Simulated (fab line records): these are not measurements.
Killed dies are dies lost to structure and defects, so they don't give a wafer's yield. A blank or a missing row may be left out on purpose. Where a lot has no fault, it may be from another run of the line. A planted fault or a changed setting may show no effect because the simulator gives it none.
Matching of chambers || flow nandHarc || pecvd-04 running NHARC_P_GATE_DEP_103: 3 sister chambers
The step deposits SiON, target thk 30 nm. 6 wafers are shown with their chamber, then 9 later ones without.

## WAFERS WITH THEIR CHAMBER
{"wafer": "L083.4", "chamber": 2, "heaterPowerW (W)": 791}
{"wafer": "L087.1", "chamber": 0, "heaterPowerW (W)": 1019}
{"wafer": "L087.3", "chamber": 2, "heaterPowerW (W)": 829}
{"wafer": "L089.2", "chamber": 1, "heaterPowerW (W)": 648}
{"wafer": "L089.4", "chamber": 0, "heaterPowerW (W)": 1024}
{"wafer": "L089.5", "chamber": 1, "heaterPowerW (W)": 643}

## WAFERS WITHOUT THEIR CHAMBER
{"wafer": "L088.2", "heaterPowerW (W)": 687}
{"wafer": "L088.5", "heaterPowerW (W)": 701}
{"wafer": "L088.6", "heaterPowerW (W)": 787}
{"wafer": "L095.1", "heaterPowerW (W)": 887}
{"wafer": "L095.2", "heaterPowerW (W)": 723}
{"wafer": "L095.6", "heaterPowerW (W)": 888}
{"wafer": "L096.1", "heaterPowerW (W)": 834}
{"wafer": "L096.4", "heaterPowerW (W)": 870}
{"wafer": "L096.6", "heaterPowerW (W)": 757}

## CHAMBER TAKEN BY EACH
{"wafer": "L088.2", "from the rows above": 1, "in truth": 1}
{"wafer": "L088.5", "from the rows above": 1, "in truth": 1}
{"wafer": "L088.6", "from the rows above": 2, "in truth": 2}
{"wafer": "L095.1", "from the rows above": 2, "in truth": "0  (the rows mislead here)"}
{"wafer": "L095.2", "from the rows above": "can't be placed: 1 or 2", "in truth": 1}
{"wafer": "L095.6", "from the rows above": 2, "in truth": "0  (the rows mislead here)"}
{"wafer": "L096.1", "from the rows above": 2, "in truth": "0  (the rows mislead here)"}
{"wafer": "L096.4", "from the rows above": 2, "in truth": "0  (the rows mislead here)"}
{"wafer": "L096.6", "from the rows above": 2, "in truth": 2}
Placed correctly: 4 of 9. These rows do not allow placing 1 (true chamber among the candidates in 1). Number placed wrongly: 4.
How it was worked out, from the rows above alone: a wafer's distance from a chamber is the root of the sum, over the readings, of the square of ((its reading less the chamber's mean) divided by the reading's scatter). The wafer belongs to the nearest chamber; if the next one is less than 2 further off, it can't be placed. For every chamber, the mean is computed from those of its wafers that are shown. The scatter is the square root of a quotient: the sum, over the shown wafers, of each reading's squared deviation from its chamber's mean, divided by wafers minus chambers.
